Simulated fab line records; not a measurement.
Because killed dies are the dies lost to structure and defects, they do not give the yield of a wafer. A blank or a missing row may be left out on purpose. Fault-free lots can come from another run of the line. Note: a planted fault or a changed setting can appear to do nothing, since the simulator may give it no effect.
Matching of chambers | flow nand_harc | NHARC_A_DECK1_JOINT_ETCHBACK_00 on rie_si-03 has 4 sister chambers
The step etches the open film in HBr, target depth 30 nm, time 17.4 s. 4 wafers are shown with their chamber, then 8 later ones without.

== WAFERS PAIRED WITH THEIR CHAMBERS ==
wafer  | chamber | oes_product_au (a.u.)
L802.6 | 2       | 1.000
L809.1 | 3       | 1.013
L809.5 | 0       | 1.027
L814.1 | 1       | 0.986

== WAFERS WITH NO CHAMBER GIVEN ==
wafer  | oes_product_au (a.u.)
L814.3 | 1.008
L814.5 | 1.009
L820.4 | 1.001
L820.5 | 1.005
L820.6 | 0.995
L824.3 | 0.993
L824.5 | 0.986
L824.6 | 0.992

== CHAMBER TAKEN BY EACH ==
wafer  | from the rows above     | in truth
L814.3 | can't be placed: 3 or 2 | 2
L814.5 | can't be placed: 3 or 2 | 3
L820.4 | 2                       | 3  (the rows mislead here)
L820.5 | can't be placed: 2 or 3 | 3
L820.6 | can't be placed: 2 or 1 | 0
L824.3 | can't be placed: 1 or 2 | 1
L824.5 | 1                       | 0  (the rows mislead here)
L824.6 | can't be placed: 1 or 2 | 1
Correctly placed: 0 of 8. Cannot be placed on the basis of these rows: 6; the candidates contain the true chamber in 5. Placed wrongly: 2.
How it was worked out, from the rows above alone: a wafer's distance from a chamber is the root of the sum, over the readings, of the square of ((its reading less the chamber's mean) divided by the reading's scatter). The wafer belongs to the nearest chamber; if the next one is less than 2 further off, it can't be placed. Each chamber's mean is taken over the wafers shown for it. The scatter (one wafer shown for each chamber): square how far every hidden wafer sits from the nearest shown wafer, average those squares and take the square root.
